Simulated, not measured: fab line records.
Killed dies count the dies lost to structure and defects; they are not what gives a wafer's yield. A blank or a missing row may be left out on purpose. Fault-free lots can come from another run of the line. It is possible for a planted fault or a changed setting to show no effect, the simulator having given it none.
Lot-split experiment	flow n5 finfet	21 wafers read from 7 lots, route of 1938 steps

## THE SPLIT
At N5_WELL_APT_COAT_19 (resist thk 950 nm), the setting spin rpm was moved away from the recipe's 1357 rpm on 8 of the 21 wafers read, by -10.5% to +7.1%. This setting was run at the recipe's value on the other wafers.

The reading comes from the split's own step.

## THE READING
coat_of_WELL_APT_COAT_19.thk nm (the simulator's own value, which no gauge read), in nm, at N5_WELL_APT_COAT_19 (resist thk 950 nm). The file gives no usual value for it. The 13 wafers here that ran the recipe average 949.7 nm, standard deviation 3.5 nm.

wafer	tool, chamber at the split	spin rpm as run, rpm	against the recipe	coat_of_WELL_APT_COAT_19.thk nm, nm	against lot-mates on the recipe
L074.1	litho track-03, 0	1217	-10.3%	1007	no lot-mate on the recipe
L074.3	litho track-03, 0	1217	-10.3%	1003	no lot-mate on the recipe
L074.5	litho track-03, 0	1217	-10.3%	1005	no lot-mate on the recipe
L075.1	litho track-01, 0	1357	recipe	953.6	-
L075.3	litho track-01, 0	1357	recipe	954	-
L075.6	litho track-01, 0	1454	+7.1%	919.7	-34.1
L076.3	litho track-05, 0	1357	recipe	953.8	-
L076.5	litho track-05, 0	1357	recipe	953.2	-
L076.6	litho track-05, 0	1215	-10.5%	1005	+51.5
L079.1	litho track-01, 0	1357	recipe	951.5	-
L079.5	litho track-01, 0	1357	recipe	952.5	-
L079.6	litho track-01, 0	1398	+3.0%	937.9	-14.1
L089.2	litho track-03, 0	1357	recipe	948.9	-
L089.4	litho track-03, 0	1357	recipe	945	-
L089.5	litho track-03, 0	1357	recipe	947.7	-
L091.1	litho track-05, 0	1357	recipe	945.9	-
L091.3	litho track-05, 0	1357	recipe	944.6	-
L091.5	litho track-05, 0	1357	recipe	945.3	-
L096.2	litho track-03, 0	1288	-5.1%	974.6	+24.3
L096.3	litho track-03, 0	1357	recipe	950.3	-
L096.5	litho track-03, 0	1288	-5.1%	975.4	+25.1

FIT RESULTS
A straight line over all 21 wafers: coat_of_WELL_APT_COAT_19.thk nm changes by -5.11 nm for each +1% of spin rpm; r = -0.99; the points scatter about the line by 3.5 nm.
The same after taking each lot's own level away (the mean of its wafers on the recipe; 18 wafers): -4.86 nm for each +1%; r = -1.00; scatter 0.82 nm.
The reading moves by 51 nm for the largest change in spin rpm, on that fit.
From 945.27 to 953.80 nm: that is the span of the lots' own levels, equal to 2.4 times the standard deviation above.
Consequently the slope shifts little with the lot-to-lot level, the two slopes agreeing.
Check: +50.3 nm against its lot-mates is what the line predicts for one of the wafers moved furthest among these (-10.5%) when that wafer is left out of the fit. Against them it came out at +51.5 nm.

## THE OTHER SPLITS THESE WAFERS WENT THROUGH
These wafers also went through other splits before the reading. Each is held against what the fit with the lots' levels taken away leaves over:
other split on the same wafers	wafers away from the commonest value	r with coat_of_WELL_APT_COAT_19.thk nm (lot level and that fit taken away)
N5_WELL_APT_COAT_02 spin rpm	8	+0.05

## FILE'S OWN FIT
coat_of_WELL_APT_COAT_19.thk nm changes by -4.84 nm for each +1% of spin rpm, r = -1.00.
